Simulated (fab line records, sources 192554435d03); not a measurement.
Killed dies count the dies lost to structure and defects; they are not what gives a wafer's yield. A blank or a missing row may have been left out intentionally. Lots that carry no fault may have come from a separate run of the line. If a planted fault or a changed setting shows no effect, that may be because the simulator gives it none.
fab line records ; flow n5_finfet
record: lots: 5; wafers: 13; last_day: 19
route steps=1938 shown SD_EPI_P@309 SD_ACTIVATION@330 ILD0@335 SDB@347 MOL_CONTACT_COAG@538 BEOL_M4@1111
lots with no fault: from the same line, run without faults
start_h: start of the lot's first displayed wafer, in hours after the record's first day ; wait_h: hours elapsed since this lot's preceding step ; " repeats the value in the row above ; L1.1+2: several wafers, shown together as one row ; - no value, or no start given ; * or withheld: withheld ; < > ~ a bound
route shown NAME@n: NAME is a module with steps in the file, n the number in the route of the first one ; usual: average and standard deviation across the fault-free wafers ; same: alike in all rows ; chamber/n: place in a boat ; sites: per-site readings ; _std_site: their standard deviation ; _edge_site: inner sites' mean taken away from outer sites' mean ; radius_mm: how far each site lies from the wafer's centre ; mask NAME#n: copy n ; behind: the tool/chamber that last shaped the wafer ; hold: why the lot was held/for how many hours/how that ended ; device: the transistor (n, p or np) that didn't switch ; end of line: tests run on the same wafers once the route is complete ; a step with no rows: only its recipe ; killed: the dies lost at the first sort to structure and to defects; this is not the yield of the wafer ; map: dies across one wafer; x = killed, . = not, _ = none there
set.NAME: setting as actually run; set.NAME@STEP: the setting as run at that earlier step ; model.NAME: the simulator's own value behind a step, which no gauge read
lots at selected steps of the route; one table per step, one row per wafer
services: from which hour (start_h, from the record's first day; less than 0 if before it) a tool's chamber was out of use, for how many hours, and why
== steps ==
step: N5_SD_EPI_P_STRIP_38
recipe: chemistry: N2/H2; temp_c: 40; n2_flow_sccm: 200; h2_flow_sccm: 200; rf_frequency_hz: 6e+07
step: N5_SD_EPI_P_ETCHBACK_46
recipe: chemistry: CH3F/O2; mode: anisotropic_etchback; target: SiNx; target_depth_a: 175; stop_on: SiO2; over_etch_frac: 0.3; ion_energy_ev: 120; pressure_mtorr: 30; source_w: 395; bias_w: 73; Ar_flow_sccm: 150; CH3F_flow_sccm: 30; O2_flow_sccm: 20
step: N5_SD_EPI_P_ETCH_47
recipe: chemistry: CH3F/O2; target: SiOCN; target_depth_a: 250; mask_material: SOC; ion_energy_ev: 60; bias_w: 29; pressure_mtorr: 30; source_w: 410; Ar_flow_sccm: 150; CH3F_flow_sccm: 30; O2_flow_sccm: 20
step: N5_SD_EPI_P_ETCH_16
recipe: chemistry: CHF3/O2; target: SiO2; target_depth_a: 50; mask_material: SOC; pressure_mtorr: 30; source_w: 650; bias_w: 170; Ar_flow_sccm: 200; CHF3_flow_sccm: 50; O2_flow_sccm: 5; ion_energy_ev: 200
step: N5_SD_EPI_P_STRIP_50
recipe: chemistry: CHF3/O2; resist: SiARC; rf_frequency_hz: 6e+07
step: N5_SD_EPI_P_SD_RECESS_17
recipe: chemistry: HBr/Cl2/O2; target_depth_a: 391; bt_time_s: 3; pressure_mtorr: 10; icp_w: 800; bias_w: 112; HBr_flow_sccm: 150; Cl2_flow_sccm: 80; O2_flow_sccm: 12
step: N5_SD_EPI_P_WET_ETCH_45
recipe: chemistry: dHF; dilution: withheld; time_s: 10.7; target: SiO2; target_depth_a: 20; temp_c: 25; dry: ipa_marangoni; rinse_time_s: 30; rinse_temp_c: 23
step: N5_SD_EPI_P_STRIP_40
recipe: chemistry: N2/H2; power_w: 1000; temp_c: 250; h2_frac: 0.65; overash_fraction: 0.3; pressure_mtorr: withheld; n2_flow_sccm: 1750; h2_flow_sccm: 3250
step: N5_SD_EPI_P_PRECLEAN_52
recipe: chemistry: O3/DIW; time_s: 60; temp_c: 22; o3_ppm: 10
step: N5_SD_EPI_P_SRD_20
recipe: dry: ipa_marangoni; do_ppb: 5; time_s: 30; temp_c: 23; rinse_liquid: diw
step: N5_SD_EPI_P_PRECLEAN_51
recipe: chemistry: NF3:NH3; afs_cycles: 1; temp_c: 30; time_s: 20; sublimation_temp_c: 180; sublimation_time_s: 60; pressure_torr: 3; rf_power_w: 30
step: N5_SD_EPI_P_VAPOR_ETCH_44
recipe: chemistry: NF3/Ar; target: SiGe30; temp_c: 25; time_s: 3.3; mode: isotropic
step: N5_SD_EPI_P_EPI_21
recipe: material: SiGe:B; dopant: B; temp_c: 550; pressure_torr: 20; ambient: H2; time_s: 355
lot.wafer;tool;chamber;start_h;wait_h;model.SiGe-B_of_SD_EPI_P_EPI_21.thk_nm
L607.1;epi_rpcvd-01;0;120.66;0.2;62.2
L607.5;epi_rpcvd-01;0;122.58;2.0;61.6
L607.6;epi_rpcvd-01;0;122.58;2.0;67.4
L608.1;epi_rpcvd-01;0;127.31;0.2;60.2
L608.6;epi_rpcvd-01;0;129.71;2.4;67.2
L609.3;epi_rpcvd-01;0;133.71;1.1;67.8
L609.4;epi_rpcvd-01;0;133.71;1.1;61
L617.1;epi_rpcvd-01;0;187.29;0.1;60.8
L617.2;epi_rpcvd-01;0;187.29;0.1;60.4
L617.3;epi_rpcvd-01;0;187.29;0.1;61
L619.3+4;epi_rpcvd-02;0;200.60;1.1;60.6
L619.6;epi_rpcvd-02;0;202.04;2.4;61.2
step: N5_SD_EPI_P_EPI_MEAS_23
recipe: mode: xrd
usual: thk_nm: 61.0/1.3
lot.wafer;tool;chamber;start_h;wait_h;thk_nm
L607.1;film_metro-02;-;123.58;2.4;61.5
L607.5;film_metro-02;-;123.58;2.4;62.4
L607.6;film_metro-02;-;123.58;2.4;66.8
L608.1;film_metro-01;-;130.22;2.4;61.6
L608.6;film_metro-01;-;130.22;2.4;67.0
L609.3;film_metro-01;-;135.67;1.5;67.4
L609.4;film_metro-01;-;135.67;1.5;61.2
L617.1;film_metro-02;-;189.48;1.8;60.6
L617.2;film_metro-02;-;189.48;1.8;62.2
L617.3;film_metro-02;-;189.48;1.8;60.2
L619.3;film_metro-01;-;202.56;1.5;60.7
L619.4;film_metro-01;-;202.56;1.5;61.2
L619.6;film_metro-01;-;202.56;1.5;62.9
step: N5_SD_EPI_P_HM_STRIP_48
recipe: chemistry: H3PO4; temp_c: 160; material: SiNx; target: SiNx; target_depth_a: 30; overetch_fraction: 0.3
step: N5_SD_EPI_P_SRD_49
recipe: dry: ipa_marangoni; time_s: 30; temp_c: 23; rinse_liquid: diw
step: N5_SD_EPI_P_PRECLEAN_24
recipe: chemistry: O3/DIW; time_s: 45; temp_c: 22; o3_ppm: 10
step: N5_SD_EPI_P_PRECLEAN_32
recipe: chemistry: dHF; time_s: 10; dilution: 500:1; temp_c: 25
step: N5_SD_EPI_P_PRECLEAN_33
recipe: chemistry: SC2; time_s: 45; temp_c: 35; mix: 1:1:50
step: N5_SD_EPI_P_SRD_25
recipe: time_s: 30; temp_c: 23; rinse_liquid: diw; dry: ipa_marangoni
step: N5_SD_ACTIVATION_RTA_00
recipe: temp_c: 975; time_s: 0; ambient: N2; idle_temp_c: 600; ramp_up_c_per_s: 150; ramp_down_c_per_s: 60; cool_to_c: 600
step: N5_SD_ACTIVATION_LSA_01
recipe: temp_c: 1080; time_s: 0.0008; ambient: N2
step: N5_SD_ACTIVATION_RS_MEAS_03
recipe: thk_meas_gauge: four-point-probe
usual: RS_SD_N: 21.8/0.31; RS_SD_P: 56.1/0.83
lot.wafer;tool;chamber;start_h;wait_h;RS_SD_N[ohm/sq];RS_SD_P[ohm/sq]
L607.1;film_metro-02;-;124.37;0.2;21.4;55.9
L607.5;film_metro-02;-;124.37;0.2;21.4;56.1
L607.6;film_metro-02;-;124.37;0.2;21.6;51.2
L608.1;film_metro-02;-;130.83;0.2;21.7;56.5
L608.6;film_metro-02;-;130.83;0.2;21.7;51.0
L609.3;film_metro-01;-;136.31;0.2;21.8;50.3
L609.4;film_metro-01;-;136.31;0.2;21.7;55.8
L617.1;film_metro-01;-;190.10;0.2;21.6;56.1
L617.2;film_metro-01;-;190.10;0.2;21.7;56.1
L617.3;film_metro-01;-;190.10;0.2;21.6;55.6
L619.3;film_metro-02;-;203.21;0.2;21.9;57.4
L619.4;film_metro-02;-;203.21;0.2;22.3;57.4
L619.6;film_metro-02;-;203.21;0.2;22.0;57.0
step: N5_ILD0_LINER_00
recipe: material: SiNx; target_thk_a: 40; temp_c: 400; ald_precursor_family: SiH2I2; ald_co_reactant: N2/H2-plasma; pulse_time_s: 1; purge_time_s: 2; co_reactant_purge_time_s: 2; ald_cycles: 80; pressure_torr: 2
step: N5_ILD0_FCVD_FILL_01
recipe: material: SiO2_flowable; target_thk_a: 2000; temp_c: 100; pressure_torr: 0.8; rf_w: 2000; time_s: 328.3
step: N5_ILD0_CURE_02
recipe: temp_c: 450; time_s: 1800; ambient: steam; idle_temp_c: 400; ramp_up_c_per_min: 5; ramp_down_c_per_min: 3; densification_p_h2o_torr: 640
step: N5_ILD0_CMP_03
recipe: stop_on: SiNx; t_overpolish_s: 1.9; post_cmp_clean: alkaline_brush; down_force_psi: 4.1491; platen_rpm: 51.796; pad_velocity_m_s: 1.0306; target_thk_nm: 197.38
step: N5_ILD0_CMP_07
recipe: stop_on: poly-Si; material: SiO2_flowable; t_overpolish_s: 1.18; post_cmp_clean: alkaline_brush; down_force_psi: 4.1491; platen_rpm: 51.796; pad_velocity_m_s: 1.0306; target_thk_nm: 138.88
step: N5_ILD0_PRECLEAN_10
recipe: chemistry: NF3:NH3; afs_cycles: 5; time_s: 20; temp_c: 30; sublimation_temp_c: 180; sublimation_time_s: 60; pressure_torr: 3; rf_power_w: 30
step: N5_ILD0_ALD_15
recipe: material: SiNx; target_thk_a: 240; temp_c: 400; ald_precursor_family: SiH2I2; ald_co_reactant: N2/H2-plasma; pulse_time_s: 1; ald_cycles: 480; purge_time_s: 2; co_reactant_purge_time_s: 2; pressure_torr: 2
step: N5_ILD0_CMP_12
recipe: stop_on: poly-Si; material: SiNx; t_overpolish_s: 6; post_cmp_clean: alkaline_brush; down_force_psi: 2.5; platen_rpm: 51.8; pad_velocity_m_s: 1.0307; target_thk_nm: 17.67
step: N5_SDB_HM_DEP_00
recipe: material: SiNx; target_thk_a: 400; temp_c: 400; precursor: SiH4/NH3/N2; pressure_torr: 1.5; rf_w: 300; time_s: 35.3
step: N5_SDB_COAT_03
recipe: resist: SOC; temp_c: 250; time_s: 60; spin_rpm: 1500; resist_thk_nm: 100
step: N5_SDB_COAT_04
recipe: resist: SiARC; temp_c: 220; time_s: 60; spin_rpm: 1500; resist_thk_nm: 18
step: N5_SDB_COAT_05
recipe: resist: CAR-ArF; spin_rpm: 1500; resist_thk_nm: 90
step: N5_MOL_CONTACT_COAG_ETCH_110
recipe: chemistry: CF4/O2; target: Si; target_depth_a: 25; time_s: 8; pressure_mtorr: 100; source_w: 200; bias_w: 12; ion_energy_ev: 60; Ar_flow_sccm: 100; cf4_flow_sccm: 100; O2_flow_sccm: 10
usual: drypump_motor_current_A: 5.8/0.49; oes_product_au: 0.80/0.082; rf_vpp_V: 127.7/1.7; showerhead_plenum_p_Torr: 2.23/0.047; throttle_valve_pct: 10.79/0.23
lot.wafer;tool;chamber;start_h;wait_h;drypump_motor_current_A;oes_product_au;rf_hours_counter_h;rf_vpp_V;showerhead_plenum_p_Torr;throttle_valve_pct;model.SiGe-B_of_SD_EPI_P_EPI_21.thk_nm
L607.1;rie_diel-01;1;155.04;0.0;5.6;0.77;161;126.4;2.22;10.93;59.2
L607.5;rie_diel-01;1;155.04;0.0;5.6;0.77;-;125.0;2.22;10.93;58.8
L607.6;rie_diel-01;0;155.04;0.0;6.5;0.87;-;130.0;2.18;10.52;64.2
L608.1;rie_diel-05;1;161.31;0.0;6.6;0.79;136;126.5;2.23;10.65;57.4
L608.6;rie_diel-05;2;161.31;0.0;6.0;0.73;-;127.4;2.29;11.08;64
L609.3;rie_diel-04;2;166.32;0.0;5.5;0.71;177;127.6;2.22;11.06;64.6
L609.4;rie_diel-04;1;166.32;0.0;6.3;0.67;-;127.4;2.19;11.10;58.2
L617.1;rie_diel-04;2;222.23;0.0;5.5;0.70;199;127.1;2.21;11.11;57.8
L617.2;rie_diel-04;3;222.23;0.0;5.5;0.89;37;129.6;2.27;10.54;57.6
L617.3;rie_diel-04;1;222.23;0.0;6.2;0.96;5;128.3;2.18;10.37;58
L619.3;rie_diel-05;1;232.27;0.0;6.6;0.76;155;124.2;2.22;10.71;57.8
L619.4;rie_diel-05;3;232.27;0.0;5.9;0.81;108;125.8;2.15;10.89;57.8
L619.6;rie_diel-05;3;232.27;0.0;6.0;0.80;-;127.0;2.15;10.89;58.2
step: N5_BEOL_M4_RC_MEAS_101
usual: DIBL_N: 36.6/1.3; DIBL_P: 36.4/1.4; IOFF_N: 0.167/0.023; IOFF_P: 0.219/0.029; ION_N: 678/8.7; ION_P: 464/6.4; RS_SD_P: 65.8/0.98; SS_N: 71.5/0.53; SS_P: 73.4/0.57; VT_N: 248.5/2.8; VT_P: -249/3.1
lot.wafer;tool;chamber;start_h;wait_h;DIBL_N[mV/V];DIBL_P[mV/V];IOFF_N[nA/um];IOFF_P[nA/um];ION_N[uA/um];ION_P[uA/um];RS_SD_P[ohm/sq];SS_N[mV/dec];SS_P[mV/dec];VT_N[mV];VT_P[mV]
L607.1;prober-01;0;254.70;0.0;33.7;34.7;0.145;0.229;679;470;65.5;71.3;72.7;250.3;-244
L607.5;prober-01;0;254.70;0.0;35.5;36.4;0.177;0.247;688;469;65.8;71.3;73.7;247.6;-245
L607.6;prober-01;0;254.70;0.0;33.3;34.6;0.134;0.240;666;470;59.7;70.5;73.0;252.9;-243
L608.1;prober-02;0;290.03;0.0;36.1;35.5;0.155;0.207;679;468;66.2;71.2;72.8;248.7;-248
L608.6;prober-02;0;290.03;0.0;34.8;33.6;0.133;0.200;669;469;59.5;70.7;72.7;250.2;-249
L609.3;prober-01;0;305.36;0.3;36.3;38.4;0.188;0.222;673;458;59.3;72.4;74.0;247.3;-250
L609.4;prober-01;0;305.36;0.3;36.0;38.0;0.177;0.215;673;457;64.9;71.8;74.1;249.4;-253
L617.1;prober-01;0;351.14;0.0;36.9;37.9;0.164;0.231;674;467;66.0;71.6;74.1;251.0;-249
L617.2;prober-01;0;351.14;0.0;36.5;37.0;0.149;0.200;676;457;66.4;71.7;72.9;249.8;-253
L617.3;prober-01;0;351.14;0.0;37.9;39.8;0.187;0.257;683;471;66.0;72.1;73.3;247.3;-248
L619.3;prober-02;0;351.72;0.3;36.3;37.9;0.161;0.207;675;468;67.0;71.6;72.9;251.6;-251
L619.4;prober-02;0;351.72;0.3;34.9;35.4;0.138;0.168;667;456;68.1;71.0;71.8;251.8;-255
L619.6;prober-02;0;351.72;0.3;35.5;36.8;0.152;0.197;676;461;67.0;70.6;72.7;248.2;-250
== services ==
tool;chamber;start_h;hours;kind
rie_diel-04;3;101.78;-;clean
rie_diel-04;3;101.78;-;consumable_replace:focus_ring
rie_diel-04;3;101.78;28.4;scheduled_down
rie_diel-04;3;101.78;28.4;vent_cycle
epi_rpcvd-01;-;106.64;2.8;pm
rie_diel-04;-;119.54;2.3;repair
rie_diel-05;-;132.88;14.6;pm
rie_diel-04;0;160.67;-;clean
rie_diel-04;0;160.67;-;consumable_replace:focus_ring
rie_diel-04;0;160.67;25.2;scheduled_down
rie_diel-04;0;160.67;25.2;vent_cycle
epi_rpcvd-01;-;161.15;14.6;pm
rie_diel-05;1;173.90;8.8;repair
rie_diel-04;1;176.16;8.1;repair
rie_diel-01;0;182.28;1.9;repair
rie_diel-04;1;185.89;-;clean
rie_diel-04;1;185.89;-;consumable_replace:focus_ring
rie_diel-04;1;185.89;27.9;scheduled_down
rie_diel-04;1;185.89;27.9;vent_cycle
rie_diel-01;2;190.80;1.6;repair
rie_diel-01;2;204.69;-;clean
rie_diel-01;2;204.69;-;consumable_replace:focus_ring
rie_diel-01;2;204.69;23.2;scheduled_down
rie_diel-04;0;214.62;7.9;repair
== key ==
first_sign: step: N5_SD_EPI_P_EPI_MEAS_23; reading: thk_nm; direction: up; sigmas: 4.7; usual: *; struck: *
effect: step: N5_SD_ACTIVATION_RS_MEAS_03; reading: RS_SD_P; direction: down; sigmas: 6.3; usual: 56.1; struck: 50.8
effect: step: N5_BEOL_M4_RC_MEAS_101; reading: RS_SD_P; direction: down; sigmas: 6.4; usual: 65.8; struck: 59.5
model_effect: step: N5_SD_EPI_P_EPI_21; value: SiGe-B_of_SD_EPI_P_EPI_21.thk_nm; without: 61; struck: 67.47
model_effect: step: N5_MOL_CONTACT_COAG_ETCH_110; value: SiGe-B_of_SD_EPI_P_EPI_21.thk_nm; without: 58.13; struck: 64.27
met_at N5_SD_EPI_P_EPI_21
struck_wafers L607.6,L608.6,L609.3
fault: kind: process_parameter_drift; tool: epi_rpcvd-01; chamber: -; onset_h: 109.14; steps: N5_SD_EPI_P_EPI_21; channel: time_s; offset: *; shape: step; end_h: 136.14; scope: struck_wafers_only; acts_in: *; stated: *
